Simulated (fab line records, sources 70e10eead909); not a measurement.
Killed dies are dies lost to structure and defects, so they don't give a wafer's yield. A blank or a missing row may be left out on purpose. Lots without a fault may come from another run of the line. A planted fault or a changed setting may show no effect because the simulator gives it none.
Chamber matching | flow nand_harc | NHARC_A_STAIRCASE_CMP_472 on cmp-03: 4 sister chambers
The step polishes SiO2. 8 wafers are shown with their chamber, then 9 later ones without.

WAFERS WITH THEIR CHAMBER
wafer  | chamber | motor_current_A (A)
L081.1 | 3       | 9.9
L081.2 | 1       | 10.7
L087.3 | 3       | 9.8
L087.4 | 0       | 12.4
L087.5 | 2       | 12.6
L088.1 | 2       | 12.4
L088.3 | 0       | 13.3
L088.4 | 1       | 11.1

WAFERS WITHOUT THEIR CHAMBER
wafer  | motor_current_A (A)
L088.2 | 9.4
L088.5 | 11.4
L088.6 | 13.7
L090.1 | 10.0
L090.2 | 10.8
L090.4 | 12.8
L092.1 | 10.4
L092.3 | 9.0
L092.6 | 9.7

WHICH CHAMBER EACH WENT THROUGH
wafer  | from the rows above     | in truth
L088.2 | 3                       | 3
L088.5 | can't be placed: 1 or 2 | 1
L088.6 | can't be placed: 0 or 2 | 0
L090.1 | 3                       | 3
L090.2 | 1                       | 1
L090.4 | can't be placed: 0 or 2 | 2
L092.1 | can't be placed: 1 or 3 | 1
L092.3 | 3                       | 3
L092.6 | 3                       | 3
Placed correctly: 5 of 9. Can't be placed from these rows: 4 (the true chamber is among the candidates in 4). Placed wrongly: 0.
How it was worked out, from the rows above alone: a wafer's distance from a chamber is the root of the sum, over the readings, of the square of ((its reading less the chamber's mean) divided by the reading's scatter). The wafer belongs to the nearest chamber; if the next one is less than 2 further off, it can't be placed. A chamber's mean is the mean of its shown wafers. The scatter: the root of (the sum of the squares of (reading less its chamber's mean) over the shown wafers, divided by (wafers less chambers)).
